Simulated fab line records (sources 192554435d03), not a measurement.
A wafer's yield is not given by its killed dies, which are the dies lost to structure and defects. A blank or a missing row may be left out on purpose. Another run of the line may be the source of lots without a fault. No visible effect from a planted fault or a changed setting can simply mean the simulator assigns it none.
fab line records	flow n5-finfet	part 1 of 2: steps 1 to 4 of 6
record: lots: 23	wafers: 69	last-day: 18
route steps=1938 shown SDB@359 HKMG_FIN@398 GATE_CUT@465
lots that met no fault: from a run of the same line without faults
start-h: start of the lot's first displayed wafer, in hours after the record's first day	wait-h: hours from the lot's prior step to this one	" same as the row above	L1.1+2: a single row standing in for several wafers	- no value, or no start was given	* or withheld: withheld	< > ~ a bound
route shown NAME@n: NAME is a module with steps in the file, n the number in the route of the first one	usual: the fault-free wafers' mean and standard deviation	same: alike in all rows	chamber/n: place in a boat	sites: each site's reading	_std_site: standard deviation of those values	_edge_site: the outer-site mean with the inner-site mean subtracted	radius-mm: how far each site lies from the wafer's centre	mask NAME#n: copy n	behind: the most recent tool/chamber to have shaped the wafer	hold: cause of the lot's hold/its duration in hours/its outcome	device: transistor that didn't switch, given as n, p or np	end of line: the tests these same wafers got at the end of their route	a step with no rows: only its recipe	killed: at the first sort, the dies lost to defects and structure; wafer yield is something else	map: dies across one wafer; x = killed, . = not, _ = none there
set.NAME: the setting that was run; set.NAME@STEP: the one run at that earlier step	model.NAME: the simulator's own value behind a step, which no gauge read
route steps across a sampled set of lots; one table per step, one row per wafer
services: a tool's chamber out of use, with start hour (start-h, from the record's first day; less than 0 if before it), hours out, and reason
== steps ==
step: N5_SDB_DESCUM_16
recipe: chemistry: O2	time-s: 7.9	source-power-w: 50	bias-power-w: 20	pressure-mtorr: 20	rf-frequency-hz: 2.712e+07	temp-c: 40	resist: CAR-ArF	o2-flow-sccm: 225
usual: chamber-pressure-mTorr: 20.000/0.017	drypump-motor-current-A: 5.7/0.42	oes-product-au: 0.76/0.078	rf-vpp-V: 243.0/1.3	showerhead-plenum-p-Torr: 2.09/0.073	throttle-valve-pct: 20.51/0.24
lot.wafer	tool	chamber	start-h	wait-h	chamber-pressure-mTorr	drypump-motor-current-A	oes-product-au	rf-hours-counter-h	rf-vpp-V	showerhead-plenum-p-Torr	throttle-valve-pct
L075.1	rie-diel-01	3	75.45	0.0	19.995	5.5	0.76	159	243.6	2.10	20.48
L075.2	"	1	"	"	19.987	5.4	0.73	182	242.4	2.01	21.02
L075.6	"	2	"	"	20.031	5.8	0.71	-	243.3	2.09	20.55
L074.3	rie-diel-03	3	75.61	0.0	19.980	6.6	0.88	36	245.1	2.22	20.16
L074.5	"	1	"	"	20.011	5.7	0.70	-	243.4	2.15	20.67
L074.6	"	2	"	"	20.006	5.7	0.70	-	240.6	1.97	20.76
L076.4	rie-diel-06	2	79.90	0.1	19.986	5.3	0.71	220	242.9	2.16	20.56
L076.5	"	2	"	"	20.037	5.4	0.71	-	245.0	2.16	20.57
L076.6	"	1	"	"	20.001	5.5	0.71	-	244.0	2.04	20.27
L077.2	rie-diel-03	2	85.57	0.0	20.005	5.7	0.70	237	241.4	1.97	20.77
L077.5	"	1	"	"	19.972	5.7	0.70	-	244.9	2.15	20.66
L077.6	"	2	"	"	20.005	5.7	0.70	-	241.3	1.97	20.77
L078.3	rie-diel-06	2	94.51	0.1	20.026	5.3	0.71	224	245.0	2.16	20.58
L078.4	"	3	"	"	19.999	5.5	0.67	247	243.0	2.04	20.86
L078.6	"	0	"	"	19.998	6.5	0.80	-	241.6	2.03	20.46
L079.2	rie-diel-01	3	97.15	0.0	19.993	5.5	0.76	166	242.5	2.10	20.50
L079.3	"	2	"	"	20.014	5.8	0.72	175	242.6	2.09	20.57
L079.4	"	2	"	"	20.005	5.8	0.72	-	241.3	2.09	20.56
L080.2	rie-diel-06	3	103.02	0.3	19.976	5.5	0.67	249	243.1	2.04	20.87
L080.5	"	1	"	"	20.008	5.5	0.70	-	241.9	2.04	20.29
L080.6	"	0	"	"	20.008	6.5	0.80	-	241.5	2.03	20.45
L082.1	rie-diel-01	0	117.60	0.2	19.996	5.5	0.75	155	244.2	2.16	20.31
L082.3	"	2	"	"	20.001	5.8	0.71	182	242.2	2.08	20.54
L082.4	"	3	"	"	20.019	5.5	0.74	174	243.2	2.09	20.49
L083.3	rie-diel-03	1	123.30	0.0	19.984	5.7	0.68	229	243.9	2.15	20.70
L083.5	"	1	"	"	20.003	5.7	0.69	-	243.4	2.15	20.69
L083.6	"	2	"	"	20.004	5.8	0.69	-	241.4	1.96	20.79
L084.2	rie-diel-06	1	129.03	0.2	20.031	5.5	0.69	251	242.9	2.04	20.29
L084.3	"	0	"	"	19.979	6.5	0.78	111	243.2	2.03	20.51
L084.5	"	2	"	"	19.986	5.3	0.70	-	243.7	2.16	20.59
L085.2	rie-diel-06	3	135.72	0.0	19.996	5.5	0.96	3	242.1	2.04	20.45
L085.3	"	0	"	"	20.015	6.5	0.78	115	242.7	2.03	20.50
L085.4	"	2	"	"	19.985	5.4	0.70	-	243.4	2.16	20.62
L086.1	rie-diel-06	3	144.68	0.1	20.023	5.5	0.95	7	242.3	2.04	20.45
L086.5	"	3	"	"	19.994	5.5	0.95	-	243.4	2.04	20.45
L086.6	"	0	"	"	20.014	6.5	0.77	-	241.2	2.03	20.50
L087.1	rie-diel-01	3	147.60	0.0	20.012	5.5	0.74	185	242.6	2.09	20.50
L087.3	"	2	"	"	19.979	5.8	0.70	193	243.7	2.08	20.58
L087.6	"	0	"	"	20.022	5.5	0.75	-	244.4	2.16	20.31
L088.1	rie-diel-03	0	152.95	0.0	19.985	5.3	0.75	172	241.2	2.02	20.56
L088.5	"	1	"	"	19.981	5.7	0.69	-	244.6	2.14	20.72
L088.6	"	2	"	"	20.018	5.7	0.97	-	244.7	2.23	20.32
L089.2	rie-diel-01	0	156.07	0.0	20.005	5.5	0.74	167	244.0	2.16	20.33
L089.5	"	3	"	"	19.993	5.5	0.74	-	242.8	2.09	20.51
L089.6	"	2	"	"	20.029	5.8	0.70	-	241.7	2.08	20.59
L090.1	rie-diel-01	2	163.25	0.0	19.994	5.8	0.69	197	243.7	2.08	20.61
L090.3	"	0	"	"	19.979	5.5	0.74	170	243.7	2.16	20.33
L090.4	"	3	"	"	19.996	5.5	0.74	189	244.4	2.09	20.53
L091.1	rie-diel-06	3	169.59	0.4	19.998	5.5	0.91	16	243.8	2.03	20.46
L091.2	"	0	"	"	20.013	6.5	0.77	127	242.5	2.02	20.52
L091.3	"	1	"	"	19.996	5.5	0.95	7	242.8	2.03	19.89
L092.1	rie-diel-01	2	173.98	0.0	19.957	5.8	0.69	200	243.1	2.08	20.59
L092.4	"	3	"	"	19.997	5.5	0.73	194	243.0	2.09	20.53
L092.6	"	1	"	"	19.985	5.3	0.71	-	241.0	2.00	21.06
L093.1	rie-diel-03	3	183.37	0.4	20.023	6.6	0.82	74	245.5	2.20	20.21
L093.2	"	1	"	"	19.991	5.7	0.68	250	244.4	2.14	20.72
L093.4	"	0	"	"	19.981	5.3	0.74	-	240.0	2.02	20.58
L094.1	rie-diel-06	1	189.22	0.1	19.991	5.4	0.92	15	241.8	2.03	19.87
L094.5	"	3	"	"	19.964	5.5	0.89	-	241.7	2.03	20.46
L094.6	"	1	"	"	19.981	5.5	0.93	-	242.6	2.03	19.87
L095.3	rie-diel-03	3	191.42	0.0	20.018	6.6	0.82	78	245.3	2.20	20.22
L095.5	"	0	"	"	20.015	5.3	0.74	-	242.2	2.02	20.59
L095.6	"	3	"	"	19.996	6.6	0.82	-	243.3	2.20	20.22
L096.1	rie-diel-01	1	197.88	0.0	20.009	5.3	0.70	222	240.6	2.00	21.09
L096.2	"	2	"	"	19.986	5.8	0.69	210	242.7	2.07	20.61
L096.4	"	3	"	"	19.994	5.5	0.72	199	243.1	2.08	20.54
L097.2	rie-diel-03	0	208.85	0.0	20.019	5.3	0.73	193	241.6	2.01	20.59
L097.3	"	3	"	"	19.991	6.6	0.80	85	243.5	2.20	20.23
L097.5	"	3	"	"	19.992	6.6	0.81	-	244.7	2.20	20.22
step: N5_SDB_CMP_30
recipe: stop-on: poly-Si	t-overpolish-s: 1.54	post-cmp-clean: alkaline-brush	down-force-psi: 4.1491	platen-rpm: 51.796	pad-velocity-m-s: 1.0306	target-thk-nm: 30
usual: head-pressure-psi: 4.149/0.0096	motor-current-A: 12.2/1.4	overpolish-run-s: 1.541/0.0095	time-to-endpoint-s: 17.5/2.8
lot.wafer	tool	chamber	start-h	wait-h	head-pressure-psi	motor-current-A	overpolish-run-s	time-to-endpoint-s
L075.2	cmp-04	2	79.10	1.4	4.149	10.7	1.544	22.1
L075.1	"	3	"	"	4.140	14.6	1.533	13.7
L075.6	"	1	"	"	4.147	12.3	1.530	16.8
L074.3	cmp-03	2	79.46	1.4	4.144	11.1	1.544	16.0
L074.5	"	1	"	"	4.148	12.8	1.547	16.3
L074.6	"	2	"	"	4.153	10.5	1.538	16.2
L076.4	cmp-04	0	83.85	1.4	4.162	13.1	1.539	21.9
L076.5	"	0	"	"	4.165	12.9	1.547	20.8
L076.6	"	1	"	"	4.147	12.0	1.540	20.8
L077.2	cmp-03	1	89.13	1.4	4.165	13.0	1.559	17.8
L077.5	"	1	"	"	4.143	13.2	1.543	18.4
L077.6	"	2	"	"	4.151	10.7	1.528	17.0
L078.4	cmp-04	3	99.69	0.0	4.145	14.2	1.550	12.9
L078.3	"	0	"	"	4.148	13.5	1.547	15.3
L078.6	"	0	"	"	4.143	12.8	1.534	18.7
L079.2	cmp-01	1	101.04	1.4	4.143	9.8	1.537	23.6
L079.3	"	2	"	"	4.152	14.5	1.553	19.0
L079.4	"	0	"	"	4.140	11.3	1.553	16.9
L080.2	cmp-04	2	106.90	1.4	4.147	10.9	1.557	18.0
L080.5	"	1	"	"	4.156	11.7	1.538	12.7
L080.6	"	2	"	"	4.146	10.5	1.545	20.0
L082.3	cmp-01	1	121.55	1.4	4.143	10.3	1.519	22.4
L082.1	"	3	"	"	4.159	12.1	1.521	22.0
L082.4	"	0	"	"	4.157	11.4	1.551	20.2
L083.3	cmp-04	1	128.22	1.4	4.156	11.3	1.545	14.7
L083.5	"	0	"	"	4.139	12.7	1.535	17.1
L083.6	"	1	"	"	4.161	12.1	1.534	15.0
L084.3	cmp-01	0	132.64	1.4	4.163	11.1	1.542	16.6
L084.2	"	3	"	"	4.140	13.3	1.540	17.6
L084.5	"	0	"	"	4.154	11.8	1.543	14.9
L085.2	cmp-03	2	139.47	1.5	4.151	11.1	1.546	16.2
L085.3	"	3	"	"	4.128	12.4	1.546	22.1
L085.4	"	0	"	"	4.161	12.4	1.534	17.7
L086.1	cmp-01	3	148.32	1.5	4.166	12.9	1.529	19.4
L086.6	"	0	"	"	4.155	11.0	1.523	16.8
L086.5	"	1	"	"	4.169	9.3	1.546	17.1
L087.3	cmp-04	0	151.13	1.4	4.151	13.0	1.537	19.0
L087.1	"	2	"	"	4.143	11.1	1.525	21.2
L087.6	"	0	"	"	4.141	13.3	1.547	17.7
L088.1	cmp-01	3	156.80	1.4	4.173	12.5	1.541	18.3
L088.5	"	3	"	"	4.153	12.8	1.533	19.5
L088.6	"	0	"	"	4.161	10.8	1.532	18.4
L089.2	cmp-04	0	159.64	1.4	4.146	13.2	1.531	20.1
L089.6	"	3	"	"	4.151	13.8	1.546	13.7
L089.5	"	0	"	"	4.146	12.8	1.532	18.5
L090.1	cmp-01	0	166.82	1.4	4.132	11.0	1.540	13.8
L090.4	"	1	"	"	4.142	10.4	1.539	16.3
L090.3	"	2	"	"	4.156	14.1	1.553	15.6
L091.3	cmp-01	3	174.43	1.4	4.132	13.1	1.556	17.7
L091.1	"	1	"	"	4.146	10.1	1.536	21.3
L091.2	"	2	"	"	4.161	14.3	1.553	19.2
L092.4	cmp-01	0	177.58	1.4	4.139	11.6	1.541	19.5
L092.1	"	1	"	"	4.152	10.2	1.539	21.5
L092.6	"	3	"	"	4.152	12.6	1.547	24.0
L093.2	cmp-04	0	186.98	1.4	4.139	12.2	1.551	12.8
L093.1	"	1	"	"	4.146	10.9	1.535	17.1
L093.4	"	3	"	"	4.131	13.3	1.529	9.8
L094.1	cmp-01	0	192.87	1.5	4.163	11.5	1.545	13.6
L094.5	"	1	"	"	4.137	9.5	1.538	17.4
L094.6	"	2	"	"	4.151	15.0	1.549	14.6
L095.3	cmp-01	1	195.23	1.5	4.154	10.0	1.544	18.6
L095.6	"	3	"	"	4.157	12.8	1.540	19.2
L095.5	"	0	"	"	4.161	11.0	1.534	16.4
L096.1	cmp-03	0	201.41	1.4	4.147	13.2	1.552	15.0
L096.4	"	1	"	"	4.151	12.6	1.526	18.8
L096.2	"	3	"	"	4.157	13.9	1.545	15.1
L097.2	cmp-03	1	212.43	1.4	4.135	13.4	1.537	18.1
L097.3	"	3	"	"	4.145	12.6	1.532	17.2
L097.5	"	0	"	"	4.152	12.4	1.537	15.3
step: N5_HKMG_FIN_CD_MEAS_49
recipe: target-cd-nm: 202	landing-energy-ev: 500	detector: se-inlens	polarity: opening
usual: cd-nm: 202.0/0.7
lot.wafer	tool	chamber	start-h	wait-h	cd-nm
L075.1	cd-sem-02	0	80.91	-	202.4
L075.2	"	0	"	"	202.2
L075.6	"	0	"	"	202.1
L074.3	cd-sem-02	0	81.29	-	202.1
L074.5	"	0	"	"	200.9
L074.6	"	0	"	"	202.1
L076.4	cd-sem-02	0	85.75	-	203.5
L076.5	"	0	"	"	202.6
L076.6	"	0	"	"	202.6
L077.2	cd-sem-02	0	90.98	-	202.0
L077.5	"	0	"	"	202.4
L077.6	"	0	"	"	201.8
L078.3	cd-sem-01	0	101.64	-	201.8
L078.4	"	0	"	"	201.7
L078.6	"	0	"	"	202.8
L079.2	cd-sem-02	0	103.00	-	200.8
L079.3	"	0	"	"	202.1
L079.4	"	0	"	"	201.0
L080.2	cd-sem-02	0	110.05	-	202.0
L080.5	"	0	"	"	201.4
L080.6	"	0	"	"	201.8
L082.1	cd-sem-02	0	124.05	-	202.0
L082.3	"	0	"	"	201.3
L082.4	"	0	"	"	202.9
L083.3	cd-sem-03	0	130.41	-	200.8
L083.5	"	0	"	"	201.3
L083.6	"	0	"	"	201.4
L084.2	cd-sem-01	0	134.70	-	202.0
L084.3	"	0	"	"	202.0
L084.5	"	0	"	"	202.0
L085.2	cd-sem-02	0	141.79	-	202.6
L085.3	"	0	"	"	202.5
L085.4	"	0	"	"	202.1
L086.1	cd-sem-03	0	150.40	-	202.5
L086.5	"	0	"	"	201.4
L086.6	"	0	"	"	201.5
L087.1	cd-sem-01	0	153.36	-	202.0
L087.3	"	0	"	"	200.9
L087.6	"	0	"	"	202.5
L088.1	cd-sem-01	0	159.04	-	202.5
L088.5	"	0	"	"	202.4
L088.6	"	0	"	"	203.1
L089.2	cd-sem-03	0	162.13	-	201.8
L089.5	"	0	"	"	201.7
L089.6	"	0	"	"	200.8
L090.1	cd-sem-03	0	169.10	-	201.0
L090.3	"	0	"	"	200.0
L090.4	"	0	"	"	201.0
L091.1	cd-sem-03	0	176.89	-	201.8
L091.2	"	0	"	"	202.0
L091.3	"	0	"	"	201.8
L092.1	cd-sem-03	0	179.41	-	203.3
L092.4	"	0	"	"	202.9
L092.6	"	0	"	"	203.4
L093.1	cd-sem-03	0	188.72	-	201.5
L093.2	"	0	"	"	202.2
L093.4	"	0	"	"	202.0
L094.1	cd-sem-03	0	194.72	-	201.3
L094.5	"	0	"	"	202.3
L094.6	"	0	"	"	201.9
L095.3	cd-sem-02	0	197.01	-	203.3
L095.5	"	0	"	"	202.0
L095.6	"	0	"	"	202.5
L096.1	cd-sem-01	0	203.27	-	202.4
L096.2	"	0	"	"	201.6
L096.4	"	0	"	"	201.0
L097.2	cd-sem-01	0	214.73	-	201.7
L097.3	"	0	"	"	201.9
L097.5	"	0	"	"	201.7
step: N5_HKMG_FIN_STRIP_60
recipe: chemistry: N2/H2	power-w: 2500	temp-c: 300	h2-frac: 0.65	time-s: 360	pressure-mtorr: withheld	n2-flow-sccm: 1750	h2-flow-sccm: 3250
usual: drypump-motor-current-A: 5.99/0.25	heater-power-w: 507/32
lot.wafer	tool	chamber	start-h	wait-h	drypump-motor-current-A	heater-power-w	rf-hours-counter-h
L075.1	plasma-asher-02	0	82.26	0.0	6.40	535	88
L075.2	"	1	"	"	6.12	439	88
L075.6	"	1	"	"	6.11	445	-
L074.3	plasma-asher-01	0	82.80	0.1	5.68	511	-
L074.5	"	0	"	"	5.69	511	-
L074.6	"	1	"	"	5.95	514	-
L076.4	plasma-asher-01	1	86.89	0.1	5.84	513	-
L076.5	"	1	"	"	5.89	520	-
L076.6	"	0	"	"	5.75	517	-
L077.2	plasma-asher-01	0	91.95	0.0	5.69	524	36
L077.5	"	0	"	"	5.70	534	-
L077.6	"	1	"	"	5.87	530	-
L078.3	plasma-asher-02	0	102.81	0.1	6.39	523	-
L078.4	"	1	"	"	6.11	451	-
L078.6	"	1	"	"	6.10	455	-
L079.2	plasma-asher-01	1	104.32	0.0	5.91	524	38
L079.3	"	0	"	"	5.78	525	-
L079.4	"	1	"	"	5.91	527	-
L080.2	plasma-asher-02	0	111.01	0.0	6.39	509	96
L080.5	"	0	"	"	6.39	521	-
L080.6	"	1	"	"	6.13	454	-
L082.1	plasma-asher-01	1	125.06	0.0	5.86	517	41
L082.3	"	1	"	"	5.88	522	-
L082.4	"	0	"	"	5.70	528	-
L083.3	plasma-asher-02	0	131.49	0.1	6.40	521	-
L083.5	"	0	"	"	6.40	541	-
L083.6	"	1	"	"	6.10	448	-
L084.2	plasma-asher-01	0	135.78	0.0	5.70	525	43
L084.3	"	1	"	"	5.91	526	-
L084.5	"	0	"	"	5.73	519	-
L085.2	plasma-asher-01	0	142.75	0.0	5.71	521	44
L085.3	"	1	"	"	5.85	519	-
L085.4	"	0	"	"	5.71	528	-
L086.1	plasma-asher-02	0	151.36	0.0	6.38	519	104
L086.5	"	1	"	"	6.10	440	-
L086.6	"	0	"	"	6.37	527	-
L087.1	plasma-asher-02	0	154.35	0.0	6.40	527	104
L087.3	"	0	"	"	6.42	530	-
L087.6	"	1	"	"	6.10	444	-
L088.1	plasma-asher-02	1	160.01	0.0	6.10	435	105
L088.5	"	1	"	"	6.11	444	-
L088.6	"	0	"	"	6.40	525	-
L089.2	plasma-asher-02	0	163.11	0.0	6.40	514	106
L089.5	"	1	"	"	6.10	447	-
L089.6	"	0	"	"	6.40	527	-
L090.1	plasma-asher-01	0	170.07	0.0	5.72	520	50
L090.3	"	1	"	"	5.89	515	-
L090.4	"	0	"	"	5.73	536	-
L091.1	plasma-asher-01	0	177.85	0.0	5.71	536	51
L091.2	"	1	"	"	5.97	524	51
L091.3	"	0	"	"	5.72	532	-
L092.1	plasma-asher-01	1	180.50	0.0	5.89	506	52
L092.4	"	0	"	"	5.72	532	-
L092.6	"	0	"	"	5.74	534	-
L093.1	plasma-asher-02	0	189.69	0.0	6.39	524	111
L093.2	"	1	"	"	6.13	445	111
L093.4	"	0	"	"	6.40	521	-
L094.1	plasma-asher-02	1	195.69	0.0	6.09	434	112
L094.5	"	0	"	"	6.37	529	-
L094.6	"	1	"	"	6.11	450	-
L095.3	plasma-asher-01	1	198.44	0.2	5.88	534	-
L095.5	"	1	"	"	5.88	526	-
L095.6	"	0	"	"	5.70	519	-
L096.1	plasma-asher-01	1	204.24	0.0	5.91	532	57
L096.2	"	0	"	"	5.70	523	57
L096.4	"	0	"	"	5.72	522	-
L097.2	plasma-asher-01	0	215.70	0.0	5.70	530	58
L097.3	"	0	"	"	5.69	535	-
L097.5	"	1	"	"	5.93	510	-
